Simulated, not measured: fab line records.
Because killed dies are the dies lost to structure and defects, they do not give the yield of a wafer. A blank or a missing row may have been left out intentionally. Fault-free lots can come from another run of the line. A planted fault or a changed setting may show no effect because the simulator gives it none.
Split-lot study | flow n5 finfet | route with 1938 steps; 7 lots, 21 wafers read

## SPLIT DETAILS
At N5_BEOL_M0_SAQP_SPACER1_ALD_98 (deposits SiO2, target thk 12.8 nm, pulse time 1 s, purge time 2 s), the setting ald cycles was moved away from the recipe's 138 on 4 of the 21 wafers read, by -15.2% to +5.8%. The other wafers ran this setting at the recipe's value.

## FROM THE SPLIT TO THE READING: what the file shows between them, 2 steps
- N5_BEOL_M0_SAQP_SPACER1_ETCHBACK_99: etches SiO2 in CHF3/O2, target depth 15.4 nm, time 7.7 s
- N5_BEOL_M0_SAQP_MANDREL1_REMOVE_100: chemistry HBr/Cl2/O2, target a-Si, stops on SiNx, bt time 10 s

## THE READING
Shown in nm: cd nm at N5_BEOL_M0_SAQP_CD_MEAS_25, with target cd 13.1 nm. On this fab line, fault-free wafers typically give 12.78 nm with a standard deviation of 0.24 nm.

wafer  | tool, chamber at the split | ald cycles as run | against the recipe | cd nm, nm | against lot-mates on the recipe
L075.2 | ald sin-01, 1,1,0          | 138               | recipe             | 12.68     | -
L075.5 | ald sin-01, 1,1,0          | 138               | recipe             | 12.58     | -
L075.6 | ald sin-01, 1,1,0          | 138               | recipe             | 12.92     | -
L081.1 | ald sin-01, 2,0,2          | 138               | recipe             | 13.44     | -
L081.2 | ald sin-01, 2,0,2          | 138               | recipe             | 12.51     | -
L081.5 | ald sin-01, 2,0,2          | 138               | recipe             | 12.77     | -
L084.2 | ald sin-01, 3,0,1          | 138               | recipe             | 12.89     | -
L084.3 | ald sin-01, 3,0,1          | 138               | recipe             | 12.49     | -
L084.6 | ald sin-01, 3,0,1          | 138               | recipe             | 12.68     | -
L086.2 | ald sin-04, 1,2,1          | 138               | recipe             | 13.03     | -
L086.3 | ald sin-04, 1,2,1          | 138               | recipe             | 12.84     | -
L086.6 | ald sin-04, 1,2,1          | 138               | recipe             | 12.40     | -
L090.2 | ald sin-01, 3,1            | 138               | recipe             | 12.76     | -
L090.5 | ald sin-01, 3,1            | 138               | recipe             | 12.77     | -
L090.6 | ald sin-01, 0              | 126               | -8.7%              | 11.77     | -1.00
L091.2 | ald sin-02, 0              | 138               | recipe             | 12.70     | -
L091.3 | ald sin-02, 1,3            | 146               | +5.8%              | 13.48     | +0.78
L091.5 | ald sin-02, 1,3            | 146               | +5.8%              | 13.65     | +0.95
L097.1 | ald sin-02, 1,0            | 138               | recipe             | 12.60     | -
L097.2 | ald sin-02, 2              | 117               | -15.2%             | 10.93     | -1.87
L097.4 | ald sin-02, 1,0            | 138               | recipe             | 13.00     | -
Where a row lists several chambers, the file gives one row for several wafers and doesn't say which wafer went through which chamber.

THE FIT
A straight line over all 21 wafers: cd nm changes by +0.123 nm for each +1% of ald cycles; r = +0.92; the points scatter about the line by 0.23 nm.
The same after taking each lot's own level away (the mean of its wafers on the recipe; 21 wafers): +0.127 nm for each +1%; r = +0.93; scatter 0.22 nm.
Per that fit: largest ald cycles move, reading shift of 1.9 nm.
Measured against the standard deviation above, the lots' own levels, which go from 12.687 to 12.907 nm, span 0.9 times it.
The two slopes are in agreement: the lot-to-lot level therefore moves the slope only a little.
Check: with one of the wafers moved furthest among these (-15.2%) left out of the fit, the line predicts -1.97 nm for it against its lot-mates. Against them it came out at -1.87 nm.

## ADDITIONAL SPLITS CARRIED BY THESE WAFERS
Before the reading, these wafers also passed through other splits. Each is held against what the fit with the lots' levels taken away leaves over:
other split on the same wafers               | wafers away from the commonest value | r with cd nm (lot level and that fit taken away)
N5_SDB_STRIP_22 power w                      | 7                                    | +0.13
N5_HKMG_FIN_ETCH_54 source w                 | 7                                    | -0.04
N5_MOL_CONTACT_COAG_CONTACT_ETCH_14 source w | 2                                    | -0.06
N5_MOL_CONTACT_COAG_COAT_64 spin rpm         | 7                                    | -0.20

## THE WHOLE CHAIN: every reading that the file lists as answering this split, in the file's order
step                                | what it does                                                      | reading                                                                                     | change (the file's fit)               | r (the file's)
N5_BEOL_M0_SAQP_SPACER1_ALD_98      | deposits SiO2, target thk 12.8 nm, pulse time 1 s, purge time 2 s | SiO2_of_BEOL_M0_SAQP_SPACER1_ALD_98.thk nm (the simulator's own value, which no gauge read) | +0.128 nm for each +1% of the setting | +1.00
N5_BEOL_M0_SAQP_MANDREL1_REMOVE_100 | chemistry HBr/Cl2/O2, target a-Si, stops on SiNx, bt time 10 s    | BEOL_M0_SAQP.cd nm (the simulator's own value, which no gauge read)                         | +0.119 nm for each +1% of the setting | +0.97
N5_BEOL_M0_SAQP_CD_MEAS_25          | target cd 13.1 nm                                                 | cd nm                                                                                       | +0.124 nm for each +1% of the setting | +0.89

## THE FILE'S OWN FIT
cd nm changes by +0.124 nm for each +1% of ald cycles, r = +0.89.
